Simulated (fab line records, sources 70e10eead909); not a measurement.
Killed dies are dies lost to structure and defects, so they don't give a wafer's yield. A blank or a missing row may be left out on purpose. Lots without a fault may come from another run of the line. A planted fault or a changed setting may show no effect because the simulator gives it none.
Chamber matching | flow nand_harc | NHARC_P_M0_ETCH_34 on rie_diel-13: 4 sister chambers
The step etches the open film in N2/H2, target depth 40 nm, overetch 12 nm, time 43.94 s. 14 wafers are shown with their chamber, then 7 later ones without.

WAFERS WITH THEIR CHAMBER
wafer  | chamber | drypump_motor_current_A (A) | showerhead_plenum_p_Torr (Torr) | rf_vpp_V (V)
L963.2 | 0       | 6.5                         | 2.19                            | 435.0
L963.3 | 2       | 5.9                         | 1.95                            | 426.8
L963.5 | 3       | 5.1                         | 1.95                            | 428.2
L965.3 | 0       | 6.5                         | 2.19                            | 434.4
L965.5 | 2       | 5.9                         | 1.94                            | 427.0
L965.6 | 1       | 5.1                         | 1.92                            | 427.0
L967.3 | 2       | 5.9                         | 1.94                            | 428.1
L967.4 | 3       | 5.2                         | 1.95                            | 428.0
L967.5 | 0       | 6.5                         | 2.19                            | 435.6
L973.3 | 2       | 5.9                         | 1.94                            | 428.1
L973.4 | 0       | 6.5                         | 2.19                            | 433.7
L973.6 | 0       | 6.5                         | 2.19                            | 434.4
L978.2 | 3       | 5.2                         | 1.94                            | 427.6
L978.3 | 0       | 6.5                         | 2.18                            | 434.1

SIGNATURES (means of the wafers above)
reading                  | chamber 0 | chamber 1 | chamber 2 | chamber 3 | scatter within a chamber
drypump_motor_current_A  | 6.500     | 5.100     | 5.900     | 5.167     | 0.0258
showerhead_plenum_p_Torr | 2.1883    | 1.9200    | 1.9425    | 1.9467    | 0.00474
rf_vpp_V                 | 434.533   | 427.000   | 427.500   | 427.933   | 0.626
Rule: a wafer's distance from a chamber is the root of the sum, over the readings, of the square of ((its reading less the chamber's mean) divided by the reading's scatter). The wafer belongs to the nearest chamber; if the next one is less than 2 further off, it can't be placed. The scatter: the root of (the sum of the squares of (reading less its chamber's mean) over the shown wafers, divided by (wafers less chambers)).

WAFERS WITHOUT THEIR CHAMBER
wafer  | drypump_motor_current_A (A) | showerhead_plenum_p_Torr (Torr) | rf_vpp_V (V)
L978.4 | 5.1                         | 1.91                            | 427.7
L980.3 | 5.1                         | 1.91                            | 428.0
L980.4 | 5.9                         | 1.94                            | 427.7
L980.5 | 5.2                         | 1.94                            | 426.7
L985.2 | 5.9                         | 1.93                            | 428.3
L985.4 | 5.2                         | 1.94                            | 427.3
L985.5 | 5.9                         | 1.93                            | 427.7

WHICH CHAMBER EACH WENT THROUGH
wafer  | from the rows above | in truth
L978.4 | 1                   | 1
L980.3 | 1                   | 1
L980.4 | 2                   | 2
L980.5 | 3                   | 3
L985.2 | 2                   | 2
L985.4 | 3                   | 3
L985.5 | 2                   | 2
Placed correctly: 7 of 7. Can't be placed from these rows: 0. Placed wrongly: 0.
